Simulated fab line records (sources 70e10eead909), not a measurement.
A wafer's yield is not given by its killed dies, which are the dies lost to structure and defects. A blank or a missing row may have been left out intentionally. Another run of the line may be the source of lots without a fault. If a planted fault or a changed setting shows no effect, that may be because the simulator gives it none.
fab line records	flow nandHarc
[record] lots = 12	wafers = 35	lastDay = 34
route steps=1302 shown P_M1@295 END@1302
lots that met no fault: taken from a fault-free run of the same line
startH: hours from the record's opening day to when the first of the lot's shown wafers began	waitH: hours from the lot's prior step to this one	" repeats the value in the row above	L1.1+2: a single row standing in for several wafers	- value missing, or start not given	* or withheld: withheld	< > ~ a bound
route shown NAME@n: NAME is a module with steps in the file, n the number in the route of the first one	usual: mean/standard deviation taken from wafers without a fault	same: alike in all rows	chamber/n: place in a boat	sites: per-site readings	_std_site: how widely they spread, as a standard deviation	_edge_site: outer sites' mean less inner sites'	radiusMm: for every site, how far away it sits from the centre of the wafer	mask NAME#n: copy n	behind: the most recent tool/chamber to have shaped the wafer	hold: cause of the lot's hold/its duration in hours/its outcome	device: which transistor (n, p or np) failed to switch	end of line: at the end of the route, the tests of the same wafers	a step without rows: its recipe alone	killed: dies that structure and defects cost at the first sort, which is not the same as the wafer's yield	map: a wafer's dies, marking killed ones x, the rest . and places with no die _
set.NAME: the setting as run; set.NAME@STEP: as run at that earlier step	model.NAME: the simulator's own value behind a step, which no gauge read
steps of the route over a sample of lots; a table a step, a row a wafer
services: when a tool's chamber went out of use (startH, in hours from the record's first day, below 0 if earlier), for how many hours, and the reason
[[steps]]
[step NHARC_P_M1_CD_MEAS_09]
[recipe] targetCdNm = 130	landingEnergyEv = 500
[usual] cdNm = 129.9/0.78
lot.wafer	tool	chamber	startH	waitH	cdNm
L614.1	cdSem-02	0	133.34	-	129.2
L614.2	"	0	"	"	129.1
L614.6	"	0	"	"	129.8
L616.1	cdSem-02	0	158.66	-	130.4
L616.2	"	0	"	"	129.5
L616.3	"	0	"	"	129.0
L617.1	cdSem-01	0	161.10	-	129.2
L617.2	"	0	"	"	130.2
L617.6	"	0	"	"	130.1
L619.2	cdSem-02	0	188.33	-	130.2
L619.3	"	0	"	"	130.2
L619.4	"	0	"	"	130.3
L620.1	cdSem-02	0	190.64	-	130.7
L620.2	"	0	"	"	130.6
L620.4	"	0	"	"	130.7
L621.2	cdSem-01	0	208.44	-	131.7
L621.5	"	0	"	"	131.1
L629.3	cdSem-02	0	290.76	-	130.3
L629.5	"	0	"	"	130.4
L629.6	"	0	"	"	129.9
L630.1	cdSem-01	0	295.65	-	129.4
L630.3	"	0	"	"	129.6
L630.4	"	0	"	"	129.8
L632.2	cdSem-03	0	324.14	-	129.2
L632.4	"	0	"	"	129.7
L632.5	"	0	"	"	129.6
L633.1	cdSem-03	0	331.43	-	130.7
L633.3	"	0	"	"	129.6
L633.4	"	0	"	"	129.5
L634.1	cdSem-01	0	343.33	-	128.5
L634.3	"	0	"	"	129.0
L634.5	"	0	"	"	129.2
L636.3	cdSem-01	0	358.75	-	129.4
L636.4	"	0	"	"	129.4
L636.6	"	0	"	"	130.4
[step NHARC_P_M1_INSPECT_11]
[usual] rawDefectCount = 4.9/2.7
lot.wafer	tool	chamber	startH	waitH	rawDefectCount
L614.1	defectInspect-02	-	133.47	0.0	10
L614.2	"	-	"	"	4
L614.6	"	-	"	"	7
L616.1	defectInspect-02	-	158.79	0.0	4
L616.2	"	-	"	"	7
L616.3	"	-	"	"	4
L617.1	defectInspect-02	-	161.22	0.0	5
L617.2	"	-	"	"	10
L617.6	"	-	"	"	4
L619.2	defectInspect-01	-	188.46	0.0	6
L619.3	"	-	"	"	8
L619.4	"	-	"	"	3
L620.1	defectInspect-02	-	190.77	0.0	6
L620.2	"	-	"	"	2
L620.4	"	-	"	"	3
L621.2	defectInspect-02	-	208.56	0.0	4
L621.5	"	-	"	"	4
L629.3	defectInspect-01	-	290.88	0.0	7
L629.5	"	-	"	"	4
L629.6	"	-	"	"	7
L630.1	defectInspect-02	-	295.77	0.0	3
L630.3	"	-	"	"	8
L630.4	"	-	"	"	6
L632.2	defectInspect-01	-	324.26	0.0	8
L632.4	"	-	"	"	8
L632.5	"	-	"	"	6
L633.1	defectInspect-02	-	331.55	0.0	5
L633.3	"	-	"	"	3
L633.4	"	-	"	"	8
L634.1	defectInspect-02	-	343.45	0.0	5
L634.3	"	-	"	"	5
L634.5	"	-	"	"	2
L636.3	defectInspect-01	-	358.87	0.0	1
L636.4	"	-	"	"	5
L636.6	"	-	"	"	1
[step NHARC_P_M1_ETCH_28]
[recipe] targetDepthA = 300	overEtchFrac = 0.3	timeS = 72.99	ionEnergyEv = 150	cf4FlowSccm = 50	n2FlowSccm = 100	arFlowSccm = 150	rfW = 300	biasW = 100	chemistry = CF4/N2
[usual] biasW = 100.00/0.28	drypumpMotorCurrentA = 5.8/0.49	oesProductAu = 1.000/0.0096	rfVppV = 314.2/2.1	showerheadPlenumPTorr = 2.63/0.12	throttleValvePct = 19.793/0.01
lot.wafer	tool	chamber	startH	waitH	biasW	drypumpMotorCurrentA	oesProductAu	rfHoursCounterH	rfVppV	showerheadPlenumPTorr	throttleValvePct
L614.2	rieDiel-01	1	-	-	100.09	6.5	1.002	9	311.5	2.51	19.789
L614.1	"	0	"	"	99.96	5.6	1.006	9	314.1	2.62	19.787
L614.6	"	2	"	"	99.76	5.1	1.002	-	311.6	2.50	19.801
L616.3	rieDiel-13	3	-	-	99.38	5.9	1.013	41	312.0	2.49	19.805
L616.2	"	0	"	"	99.99	5.6	0.986	52	312.1	2.52	19.782
L616.1	"	1	"	"	99.90	6.6	1.005	54	317.6	2.81	19.789
L617.1	rieDiel-10	2	-	-	99.84	5.9	0.997	4	314.4	2.68	19.789
L617.2	"	1	"	"	100.53	6.5	0.994	5	313.9	2.55	19.813
L617.6	"	2	"	"	99.70	5.9	1.003	-	315.4	2.68	19.815
L619.2	rieDiel-13	2	-	-	99.93	5.7	1.003	4	318.8	2.84	19.811
L619.3	"	3	"	"	99.84	5.9	1.026	5	311.2	2.49	19.775
L619.4	"	1	"	"	100.20	6.6	1.034	5	317.8	2.81	19.795
L620.2	rieDiel-01	1	-	-	100.20	6.5	1.007	13	312.1	2.51	19.779
L620.4	"	3	"	"	99.64	5.3	1.006	13	314.7	2.69	19.809
L620.1	"	0	"	"	99.99	5.6	1.002	13	313.8	2.62	19.795
L621.2	rieDiel-10	0	-	-	100.04	5.2	0.998	7	316.3	2.76	19.793
L621.5	"	1	"	"	99.75	6.5	0.996	-	313.3	2.55	19.800
L629.3	rieDiel-10	3	-	-	100.32	5.6	0.998	1	317.3	2.78	19.798
L629.6	"	1	"	"	100.02	6.5	0.997	-	313.4	2.55	19.788
L629.5	"	2	"	"	100.40	5.9	0.982	-	316.5	2.68	19.788
L630.1	rieDiel-10	0	-	-	100.01	5.3	0.995	3	316.4	2.75	19.790
L630.3	"	1	"	"	100.11	6.5	0.999	4	313.1	2.55	19.775
L630.4	"	2	"	"	100.19	5.9	1.008	4	315.3	2.68	19.786
L632.4	rieDiel-13	2	-	-	99.75	5.7	0.990	48	317.0	2.82	19.804
L632.2	"	3	"	"	100.17	5.9	1.009	56	311.4	2.47	19.791
L632.5	"	2	"	"	100.22	5.7	0.983	-	317.2	2.82	19.789
L633.1	rieDiel-01	2	-	-	100.10	5.1	0.999	9	313.9	2.49	19.796
L633.4	"	3	"	"	99.93	5.3	1.010	10	315.2	2.69	19.787
L633.3	"	0	"	"	99.91	5.7	1.008	10	314.3	2.62	19.791
L634.3	rieDiel-01	0	-	-	100.02	5.7	1.009	11	314.9	2.62	19.800
L634.1	"	2	"	"	99.57	5.1	0.997	11	312.1	2.49	19.780
L634.5	"	0	"	"	99.74	5.6	1.017	-	315.1	2.62	19.788
L636.3	rieDiel-10	2	-	-	99.77	5.9	0.988	6	315.6	2.68	19.794
L636.4	"	0	"	"	100.63	5.2	1.001	9	316.2	2.75	19.787
L636.6	"	2	"	"	100.53	5.9	1.003	-	314.9	2.68	19.789
[step NHARC_P_M1_ECD_22]
[recipe] targetThkA = 4000	bathTempC = 25	material = Cu
lot.wafer	tool	chamber	startH	waitH
L614.1+2+6	ecdCu-01	1,0,0	134.91	-
L616.1+2+3	ecdCu-02	0,1,0	160.27	-
L617.2+1+6	ecdCu-02	1,0,0	162.67	-
L619.2+4+3	ecdCu-01	1,1,0	189.89	-
L620.1+2+4	ecdCu-01	1,0,0	192.27	-
L621.2+5	ecdCu-01	1,0	209.99	-
L629.3+6+5	ecdCu-02	1,1,0	292.44	-
L630.1+3+4	ecdCu-01	0,0,1	297.23	-
L632.2+4+5	ecdCu-02	0,0,1	325.70	-
L633.1+3+4	ecdCu-02	1,0,1	333.09	-
L634.1+3+5	ecdCu-01	1,0,0	345.06	-
L636.3+4+6	ecdCu-01	0,1,0	360.41	-
[step NHARC_P_M1_CMP_23]
[recipe] tOverpolishS = 20	targetThkNm = 157.82
[usual] motorCurrentA = 11.9/0.99	retainingRingPressureFrac = 1.000/0.005	timeToEndpointS = 28.4/2.6
lot.wafer	tool	chamber	startH	waitH	motorCurrentA	retainingRingPressureFrac	timeToEndpointS
L614.2	cmp-04	0	135.66	-	12.8	1.006	28.0
L614.1	"	2	"	"	13.9	1.001	27.1
L614.6	"	0	"	"	13.4	0.991	21.8
L616.1	cmp-03	3	161.00	-	10.7	1.002	25.1
L616.2	"	1	"	"	11.5	0.993	27.0
L616.3	"	2	"	"	11.3	1.000	31.1
L617.1	cmp-01	0	163.44	-	11.9	1.005	31.6
L617.2	"	1	"	"	11.8	0.996	28.0
L617.6	"	3	"	"	11.9	0.989	27.0
L619.4	cmp-04	0	190.65	-	12.7	0.998	26.0
L619.3	"	1	"	"	11.7	1.011	31.2
L619.2	"	2	"	"	14.1	0.998	33.5
L620.1	cmp-04	0	193.00	-	13.3	1.000	27.3
L620.4	"	1	"	"	12.0	0.995	15.5
L620.2	"	3	"	"	11.2	0.996	16.8
L621.2	cmp-01	0	210.77	-	11.1	1.003	14.0
L621.5	"	2	"	"	10.7	0.999	28.2
L629.3	cmp-01	2	293.09	-	10.5	1.001	30.6
L629.5	"	1	"	"	11.1	1.000	26.8
L629.6	"	2	"	"	10.2	1.000	30.8
L630.3	cmp-04	0	297.95	-	13.1	1.002	22.6
L630.4	"	2	"	"	13.9	1.004	26.9
L630.1	"	3	"	"	10.7	0.992	26.3
L632.4	cmp-01	0	326.45	-	12.2	0.996	26.7
L632.2	"	1	"	"	12.0	0.994	25.1
L632.5	"	0	"	"	11.8	1.005	28.2
L633.4	cmp-04	3	333.79	-	11.5	1.005	31.4
L633.1	"	1	"	"	11.7	0.996	29.0
L633.3	"	2	"	"	13.7	0.989	30.3
L634.3	cmp-01	3	345.76	-	12.0	1.007	24.8
L634.1	"	0	"	"	12.0	1.003	31.4
L634.5	"	2	"	"	10.5	1.001	29.8
L636.3	cmp-04	2	361.03	-	14.0	1.001	28.2
L636.4	"	3	"	"	10.7	1.000	27.7
L636.6	"	3	"	"	10.8	1.004	30.2
[step NHARC_END_SORT_01]
[recipe] tempC = 25
[usual] defectLimitedYield = 92.0/2.8	killedAtArray = 49/19	killedAtOther = 0.9/1.1	killedAtPeriphery = 4.0/2.7	killedDies = 54/19	killedOpen = 3.3/1.8	killedShort = 2.6/1.6	sort_bin_2_pct = 2.9/1.2	sort_bin_3_pct = 0.5/0.36	sort_bin_4_pct = 4.6/1.5	sortNPass = 623/19	sortRimYieldPct = 91/4.7	sortYieldPct = 92.0/2.8
[same] grossDies = 677	sort_bin_5_pct[%] = 0	sort_bin_6_pct[%] = 0	sort_bin_7_pct[%] = 0	sort_bin_8_pct[%] = 0	sortRimNGross = 106.00
lot.wafer	tool	chamber	startH	waitH	defectLimitedYield[%]	killedAtArray	killedAtOther	killedAtPeriphery	killedDies	killedOpen	killedShort	sort_bin_2_pct[%]	sort_bin_3_pct[%]	sort_bin_4_pct[%]	sortNPass	sortRimYieldPct[%]	sortYieldPct[%]
L614.1	prober-02	0	567.38	2.5	89.8	60	0	9	69	2	3	4.6	0.9	4.7	608	87	89.8
L614.2	prober-02	0	568.18	2.8	90.5	63	0	1	64	2	0	3.1	0.9	5.5	613	90	90.5
L614.6	prober-02	0	571.39	4.0	86.1	90	0	4	94	1	1	5.2	0.9	7.8	583	87	86.1
L616.1	prober-01	0	575.28	2.5	93.2	41	0	5	46	4	3	2.4	0.4	4.0	631	87	93.2
L616.2	prober-01	0	576.09	2.8	91.0	55	0	6	61	6	1	2.8	0.6	5.6	616	95	91.0
L616.3	prober-01	0	576.89	3.1	92.9	46	0	2	48	1	0	2.1	0.6	4.4	629	92	92.9
L617.1	prober-01	0	583.09	2.5	86.6	86	0	5	91	3	1	5.9	0.9	6.6	586	78	86.6
L617.2	prober-01	0	583.89	2.8	87.0	78	0	10	88	2	3	4.7	1.0	7.2	589	87	87.0
L617.6	prober-01	0	587.08	4.0	89.5	69	0	2	71	5	0	4.1	1.0	5.3	606	92	89.5
L620.1	prober-01	0	607.23	2.5	86.6	86	0	5	91	4	4	4.3	1.2	8.0	586	81	86.6
L620.2	prober-01	0	608.03	2.8	90.3	65	1	0	66	1	3	2.8	1.5	5.5	611	92	90.3
L620.4	prober-01	0	609.65	3.4	87.0	85	0	3	88	2	5	3.8	1.9	7.2	589	86	87.0
L619.2	prober-02	0	608.08	2.8	91.3	53	1	5	59	0	3	3.4	1.2	4.1	618	86	91.3
L619.3	prober-02	0	608.88	3.1	89.1	69	1	4	74	2	2	3.2	1.0	6.6	603	87	89.1
L619.4	prober-02	0	609.68	3.4	89.8	66	1	2	69	1	4	3.5	1.0	5.6	608	92	89.8
L621.2	prober-01	0	646.84	2.8	91.0	58	0	3	61	7	3	2.2	0.3	6.5	616	94	91.0
L621.5	prober-01	0	649.23	3.7	94.2	33	3	3	39	3	7	2.4	0.6	2.8	638	90	94.2
L629.3	prober-01	0	716.34	3.1	92.9	40	0	8	48	3	2	2.4	0.4	4.3	629	92	92.9
L629.5	prober-01	0	717.94	3.7	92.9	44	2	2	48	4	2	2.5	0.4	4.1	629	96	92.9
L629.6	prober-01	0	718.73	4.0	94.2	33	0	6	39	4	4	1.5	0.4	3.8	638	92	94.2
L630.1	prober-02	0	730.32	2.5	94.1	34	1	5	40	6	4	2.2	0.3	3.4	637	90	94.1
L630.3	prober-02	0	731.92	3.1	93.4	36	1	8	45	6	3	1.5	0.3	4.9	632	94	93.4
L630.4	prober-02	0	732.72	3.4	92.6	37	0	13	50	4	2	2.7	0.1	4.6	627	92	92.6
L632.2	prober-01	0	762.33	2.8	90.8	55	1	6	62	3	5	2.8	0.4	5.9	615	92	90.8
L632.4	prober-01	0	763.90	3.4	89.8	63	1	5	69	4	2	3.0	0.1	7.1	608	93	89.8
L632.5	prober-01	0	764.68	3.6	93.6	39	1	3	43	2	2	2.2	0	4.1	634	88	93.6
L634.1	prober-01	0	779.31	2.5	88.9	68	4	3	75	4	1	4.0	1.0	6.1	602	89	88.9
L634.3	prober-01	0	780.92	3.1	90.7	57	2	4	63	6	3	3.7	0.6	5.0	614	97	90.7
L634.5	prober-01	0	782.53	3.7	89.2	65	5	3	73	1	3	3.5	0.6	6.6	604	94	89.2
L633.1	prober-02	0	787.05	2.5	90.4	61	0	4	65	4	6	2.7	0.3	6.6	612	94	90.4
L633.3	prober-02	0	788.65	3.1	91.7	55	0	1	56	2	2	2.8	0.4	5.0	621	97	91.7
L633.4	prober-02	0	789.44	3.4	93.4	40	0	5	45	3	2	1.9	0.6	4.1	632	87	93.4
L636.3	prober-01	0	805.83	3.1	94.1	37	1	2	40	4	1	3.0	0.3	2.7	637	89	94.1
L636.4	prober-01	0	806.64	3.4	91.4	54	1	3	58	6	2	3.8	0.6	4.1	619	97	91.4
L636.6	prober-01	0	808.25	4.0	91.7	53	2	1	56	1	2	2.7	0.4	5.2	621	94	91.7
// killed by level:class
L614.1 A_CHANNEL_HOLE_D2:chamberFilmFlake=24 A_CHANNEL_HOLE_D1:chamberFilmFlake=15 A_SLIT:chamberFilmFlake=12 P_CONTACT:chamberFilmFlake=3 P_STI:chamberFilmFlake=2 P_GATE:chamberFilmFlake=2 A_STAIRCASE:chamberFilmFlake=2 A_WL_FILL:chamberFilmFlake=2
L614.2 A_SLIT:chamberFilmFlake=25 A_CHANNEL_HOLE_D1:chamberFilmFlake=15 A_CHANNEL_HOLE_D2:chamberFilmFlake=13 A_WL_FILL:chamberFilmFlake=3 A_CONTACT:chamberFilmFlake=2 A_ONON_D1:geometricParticle:open=1 A_BLC:geometricParticle:open=1 P_GATE:chamberFilmFlake=1
L614.6 A_CHANNEL_HOLE_D2:chamberFilmFlake=29 A_CHANNEL_HOLE_D1:chamberFilmFlake=24 A_SLIT:chamberFilmFlake=22 A_WL_FILL:chamberFilmFlake=4 A_STAIRCASE:chamberFilmFlake=3 A_ZERO_WELL:chamberFilmFlake=2 A_CONTACT:chamberFilmFlake=2 A_SOURCE_PLATE:geometricParticle:short=1
L616.1 A_SLIT:chamberFilmFlake=17 A_CHANNEL_HOLE_D1:chamberFilmFlake=8 A_STAIRCASE:chamberFilmFlake=5 A_CHANNEL_HOLE_D2:chamberFilmFlake=3 A_CHANNEL_FILL_D1:geometricParticle:short=2 P_GATE:chamberFilmFlake=2 A_CONTACT:chamberFilmFlake=2 P_CONTACT:geometricParticle:open=1
L616.2 A_SLIT:chamberFilmFlake=21 A_CHANNEL_HOLE_D2:chamberFilmFlake=11 A_CHANNEL_HOLE_D1:chamberFilmFlake=8 A_CONTACT:chamberFilmFlake=5 P_GATE:chamberFilmFlake=4 A_CHANNEL_HOLE_D2:geometricParticle:open=2 A_STAIRCASE:chamberFilmFlake=2 A_BONDPAD:chamberFilmFlake=2
L616.3 A_SLIT:chamberFilmFlake=16 A_CHANNEL_HOLE_D2:chamberFilmFlake=10 A_CHANNEL_HOLE_D1:chamberFilmFlake=9 A_STAIRCASE:chamberFilmFlake=5 P_GATE:chamberFilmFlake=2 A_DECK1_JOINT:chamberFilmFlake=2 A_CONTACT:chamberFilmFlake=2 A_CHANNEL_FILL_D1:geometricParticle:open=1
L617.1 A_CHANNEL_HOLE_D2:chamberFilmFlake=44 A_SLIT:chamberFilmFlake=19 A_CHANNEL_HOLE_D1:chamberFilmFlake=15 A_CONTACT:chamberFilmFlake=3 P_ZERO_WELL:chamberFilmFlake=2 P_GATE:chamberFilmFlake=2 A_ONON_D1:geometricParticle:open=1 A_CHANNEL_FILL_D1:geometricParticle:short=1
L617.2 A_CHANNEL_HOLE_D1:chamberFilmFlake=25 A_SLIT:chamberFilmFlake=24 A_CHANNEL_HOLE_D2:chamberFilmFlake=18 P_GATE:chamberFilmFlake=7 A_STAIRCASE:chamberFilmFlake=4 A_WL_FILL:geometricParticle:short=2 A_CONTACT:chamberFilmFlake=2 P_CONTACT:geometricParticle:open=1
L617.6 A_CHANNEL_HOLE_D2:chamberFilmFlake=22 A_SLIT:chamberFilmFlake=20 A_CHANNEL_HOLE_D1:chamberFilmFlake=17 A_STAIRCASE:chamberFilmFlake=4 P_CONTACT:geometricParticle:open=1 A_CHANNEL_FILL_D1:geometricParticle:open=1 A_ONON_D2:geometricParticle:open=1 A_WL_FILL:geometricParticle:open=1
L620.1 A_CHANNEL_HOLE_D2:chamberFilmFlake=28 A_CHANNEL_HOLE_D1:chamberFilmFlake=25 A_SLIT:chamberFilmFlake=18 A_CONTACT:chamberFilmFlake=6 P_ZERO_WELL:chamberFilmFlake=4 A_CHANNEL_FILL_D2:geometricParticle:open=2 A_ONON_D1:geometricParticle:open=1 A_DECK1_JOINT:geometricParticle:short=1
L620.2 A_SLIT:chamberFilmFlake=30 A_CHANNEL_HOLE_D1:chamberFilmFlake=13 A_CHANNEL_HOLE_D2:chamberFilmFlake=12 A_CONTACT:chamberFilmFlake=7 A_DECK1_JOINT:geometricParticle:short=1 A_M0:geometricParticle:short=1 A_M1:geometricParticle:open=1 STARTING-WAFER:geometricParticle:short=1
L619.2 A_CHANNEL_HOLE_D2:chamberFilmFlake=17 A_SLIT:chamberFilmFlake=15 A_CONTACT:chamberFilmFlake=10 A_CHANNEL_HOLE_D1:chamberFilmFlake=5 P_GATE:chamberFilmFlake=3 A_CHANNEL_FILL_D2:geometricParticle:short=2 P_GATE:geometricParticle:short=1 P_ZERO_WELL:chamberFilmFlake=1
L619.3 A_CHANNEL_HOLE_D2:chamberFilmFlake=40 A_SLIT:chamberFilmFlake=15 A_BLC:chamberFilmFlake=6 A_CHANNEL_HOLE_D1:chamberFilmFlake=3 A_CHANNEL_FILL_D2:geometricParticle:short=2 P_ZERO_WELL:chamberFilmFlake=2 P_GATE:chamberFilmFlake=2 A_CHANNEL_FILL_D2:geometricParticle:open=1
L620.4 A_CHANNEL_HOLE_D1:chamberFilmFlake=33 A_SLIT:chamberFilmFlake=26 A_CHANNEL_HOLE_D2:chamberFilmFlake=15 A_CONTACT:chamberFilmFlake=5 P_ZERO_WELL:chamberFilmFlake=2 P_M1:geometricParticle:short=1 A_SOURCE_PLATE:geometricParticle:short=1 A_CHANNEL_FILL_D1:geometricParticle:short=1
L619.4 A_SLIT:chamberFilmFlake=34 A_CHANNEL_HOLE_D2:chamberFilmFlake=16 A_CONTACT:chamberFilmFlake=6 A_BLC:chamberFilmFlake=3 A_M0:geometricParticle:short=2 A_CHANNEL_HOLE_D1:chamberFilmFlake=2 P_CONTACT:geometricParticle:short=1 A_WL_FILL:geometricParticle:open=1
L621.2 A_SLIT:chamberFilmFlake=27 A_CHANNEL_FILL_D1:chamberFilmFlake=5 A_SGD_CUT:chamberFilmFlake=5 A_CHANNEL_HOLE_D2:chamberFilmFlake=4 A_ONON_D1:geometricParticle:open=3 A_CONTACT:chamberFilmFlake=3 A_WL_FILL:geometricParticle:short=2 P_ZERO_WELL:chamberFilmFlake=2
L621.5 A_SLIT:chamberFilmFlake=11 A_CHANNEL_HOLE_D2:chamberFilmFlake=8 A_ONON_D1:geometricParticle:short=3 A_CONTACT:chamberFilmFlake=3 A_WL_FILL:chamberFilmFlake=2 THIN_TSV:chamberFilmFlake=2 P_GATE:geometricParticle:open=1 P_M2:geometricParticle:short=1
L629.3 A_CHANNEL_HOLE_D2:chamberFilmFlake=16 A_CHANNEL_HOLE_D1:chamberFilmFlake=9 P_CONTACT:chamberFilmFlake=6 A_SLIT:chamberFilmFlake=5 A_DECK1_JOINT:chamberFilmFlake=3 A_STAIRCASE:chamberFilmFlake=2 A_CHANNEL_FILL_D1:geometricParticle:open=1 P_CONTACT:geometricParticle:open=1
L629.5 A_CHANNEL_HOLE_D2:chamberFilmFlake=17 A_CHANNEL_HOLE_D1:chamberFilmFlake=11 A_CONTACT:chamberFilmFlake=5 A_STAIRCASE:chamberFilmFlake=4 A_CHANNEL_FILL_D2:geometricParticle:open=2 P_CONTACT:chamberFilmFlake=2 A_DECK1_JOINT:chamberFilmFlake=2 A_ONON_D2:geometricParticle:open=1
L629.6 A_CHANNEL_HOLE_D2:chamberFilmFlake=11 A_CHANNEL_HOLE_D1:chamberFilmFlake=6 A_STAIRCASE:chamberFilmFlake=6 P_CONTACT:chamberFilmFlake=3 A_DECK1_JOINT:geometricParticle:open=2 A_SGD_CUT:geometricParticle:short=2 A_SLIT:chamberFilmFlake=2 A_CONTACT:chamberFilmFlake=2
L630.1 A_CHANNEL_HOLE_D1:chamberFilmFlake=16 A_STAIRCASE:chamberFilmFlake=7 P_CONTACT:geometricParticle:open=2 P_BONDPAD:chamberFilmFlake=2 A_SOURCE_PLATE:geometricParticle:open=1 A_ONON_D1:geometricParticle:short=1 A_CHANNEL_FILL_D1:geometricParticle:open=1 A_CHANNEL_FILL_D1:geometricParticle:short=1
L630.3 A_CHANNEL_HOLE_D1:chamberFilmFlake=10 A_STAIRCASE:chamberFilmFlake=10 A_CONTACT:chamberFilmFlake=6 P_BONDPAD:chamberFilmFlake=4 A_CHANNEL_FILL_D1:geometricParticle:open=3 A_ONON_D1:geometricParticle:short=2 P_GATE:chamberFilmFlake=2 A_CHANNEL_FILL_D1:chamberFilmFlake=2
L630.4 A_CHANNEL_HOLE_D1:chamberFilmFlake=15 A_STAIRCASE:chamberFilmFlake=10 P_GATE:chamberFilmFlake=5 A_CONTACT:chamberFilmFlake=4 P_BONDPAD:chamberFilmFlake=3 P_ZERO_WELL:chamberFilmFlake=2 A_SLIT:chamberFilmFlake=2 A_M0:chamberFilmFlake=2
L632.2 A_CHANNEL_HOLE_D2:chamberFilmFlake=15 A_CHANNEL_HOLE_D1:chamberFilmFlake=14 A_CONTACT:chamberFilmFlake=7 A_STAIRCASE:chamberFilmFlake=6 A_SLIT:chamberFilmFlake=5 P_STI:chamberFilmFlake=3 A_BLC:geometricParticle:open=2 P_ZERO_WELL:chamberFilmFlake=2
L632.4 A_CHANNEL_HOLE_D2:chamberFilmFlake=27 A_CHANNEL_HOLE_D1:chamberFilmFlake=9 A_STAIRCASE:chamberFilmFlake=7 A_SLIT:chamberFilmFlake=6 A_CONTACT:chamberFilmFlake=6 P_ZERO_WELL:chamberFilmFlake=3 A_CHANNEL_FILL_D1:geometricParticle:open=1 A_CHANNEL_FILL_D1:geometricParticle:short=1
L632.5 A_CHANNEL_HOLE_D2:chamberFilmFlake=10 A_CHANNEL_HOLE_D1:chamberFilmFlake=7 A_SLIT:chamberFilmFlake=7 A_STAIRCASE:chamberFilmFlake=4 A_CONTACT:chamberFilmFlake=4 P_ZERO_WELL:chamberFilmFlake=2 A_ONON_D1:geometricParticle:short=1 A_DECK1_JOINT:geometricParticle:short=1
L634.1 A_SLIT:chamberFilmFlake=38 A_CONTACT:chamberFilmFlake=13 A_CHANNEL_HOLE_D1:chamberFilmFlake=10 THIN_TSV:chamberFilmFlake=3 P_GATE:chamberFilmFlake=2 A_STAIRCASE:chamberFilmFlake=2 A_ONON_D1:geometricParticle:open=1 A_CHANNEL_FILL_D2:geometricParticle:open=1
L634.3 A_SLIT:chamberFilmFlake=28 A_CHANNEL_HOLE_D1:chamberFilmFlake=12 A_CONTACT:chamberFilmFlake=5 A_M0:geometricParticle:open=2 P_GATE:chamberFilmFlake=2 THIN_TSV:chamberFilmFlake=2 P_M2:geometricParticle:open=1 A_CHANNEL_HOLE_D1:geometricParticle:open=1
L634.5 A_SLIT:chamberFilmFlake=40 A_CHANNEL_HOLE_D1:chamberFilmFlake=11 A_CONTACT:chamberFilmFlake=7 THIN_TSV:chamberFilmFlake=5 A_STAIRCASE:chamberFilmFlake=3 P_GATE:chamberFilmFlake=2 P_CONTACT:geometricParticle:short=1 A_ONON_D1:geometricParticle:short=1
L633.1 A_CHANNEL_HOLE_D2:chamberFilmFlake=27 A_SLIT:chamberFilmFlake=15 A_CONTACT:chamberFilmFlake=5 P_GATE:chamberFilmFlake=3 A_WL_FILL:geometricParticle:short=2 A_STAIRCASE:chamberFilmFlake=2 A_CHANNEL_HOLE_D1:unspecified=2 A_ONON_D1:geometricParticle:short=1
L633.3 A_CHANNEL_HOLE_D2:chamberFilmFlake=30 A_SLIT:chamberFilmFlake=9 A_CONTACT:chamberFilmFlake=7 A_CHANNEL_HOLE_D1:chamberFilmFlake=2 A_STAIRCASE:chamberFilmFlake=2 A_CHANNEL_FILL_D1:geometricParticle:short=1 A_CHANNEL_FILL_D1:geometricParticle:open=1 A_SGD_CUT:geometricParticle:open=1
L633.4 A_CHANNEL_HOLE_D2:chamberFilmFlake=15 A_SLIT:chamberFilmFlake=13 A_CONTACT:chamberFilmFlake=5 P_GATE:chamberFilmFlake=2 A_CHANNEL_HOLE_D1:chamberFilmFlake=2 A_STAIRCASE:chamberFilmFlake=2 P_GATE:geometricParticle:open=1 P_GATE:geometricParticle:short=1
L636.3 A_SLIT:chamberFilmFlake=17 A_CONTACT:chamberFilmFlake=10 A_M1:chamberFilmFlake=3 A_CHANNEL_FILL_D1:chamberFilmFlake=2 P_GATE:geometricParticle:open=1 P_CONTACT:geometricParticle:open=1 A_ONON_D1:geometricParticle:open=1 A_ONON_D1:geometricParticle:short=1
L636.4 A_SLIT:chamberFilmFlake=36 A_CONTACT:chamberFilmFlake=7 A_CHANNEL_HOLE_D2:chamberFilmFlake=2 A_M1:chamberFilmFlake=2 P_GATE:geometricParticle:open=1 P_CONTACT:geometricParticle:open=1 A_ONON_D1:geometricParticle:open=1 A_CHANNEL_HOLE_D1:geometricParticle:open=1
L636.6 A_SLIT:chamberFilmFlake=33 A_CONTACT:chamberFilmFlake=13 A_CHANNEL_HOLE_D2:chamberFilmFlake=2 A_M1:chamberFilmFlake=2 THIN_TSV:chamberFilmFlake=2 P_CONTACT:geometricParticle:open=1 A_SGD_CUT:geometricParticle:short=1 A_M0:geometricParticle:short=1
[[services]]
tool	chamber	startH	hours	kind
cmp-04	-	112.84	4.0	pm
ecdCu-02	-	132.49	2.7	repair
ecdCu-01	-	160.07	8.0	pm
cmp-04	-	179.16	0.3	repair
rieDiel-10	0	180.01	13.8	repair
cmp-01	-	186.83	4.0	pm
rieDiel-10	2	192.75	4.9	repair
rieDiel-10	-	207.86	0.3	repair
cmp-04	-	210.84	4.0	pm
rieDiel-10	2	212.57	17.4	repair
rieDiel-10	-	242.52	9.0	pm
ecdCu-02	-	244.00	8.0	pm
cmp-01	-	245.14	0.5	repair
rieDiel-10	3	252.51	23.4	repair
ecdCu-02	-	261.16	4.6	repair
cmp-04	-	281.22	16.5	repair
cmp-01	-	284.83	4.0	pm
rieDiel-10	0	302.42	4.0	repair
cmp-04	-	308.84	4.0	pm
rieDiel-10	2	310.43	17.7	repair
rieDiel-10	1	327.91	11.5	repair
cmp-04	-	330.57	2.4	repair
ecdCu-01	-	336.07	8.0	pm
rieDiel-10	3	340.41	13.5	repair
[[key]]
[firstSign] step = NHARC_P_M1_CMP_23	reading = timeToEndpointS	direction = down	sigmas = 5	usual = *	struck = *
effect none on later readings
metAt NHARC_P_M1_ECD_22
struckLots L620,L621
struckWafers L620.2,L620.4,L621.2
notActingAt NHARC_P_M1_CD_MEAS_09,NHARC_P_M1_INSPECT_11,NHARC_P_M1_ETCH_28
onsetBetween 189.89 192.27
[fault] kind = processParameterDrift	tool = ecdCu-01	chamber = -	onsetH = 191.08	steps = NHARC_P_M1_ECD_22	channel = targetThkA	offset = *	shape = step	endH = 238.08	scope = struckWafersOnly	actsIn = *	stated = *
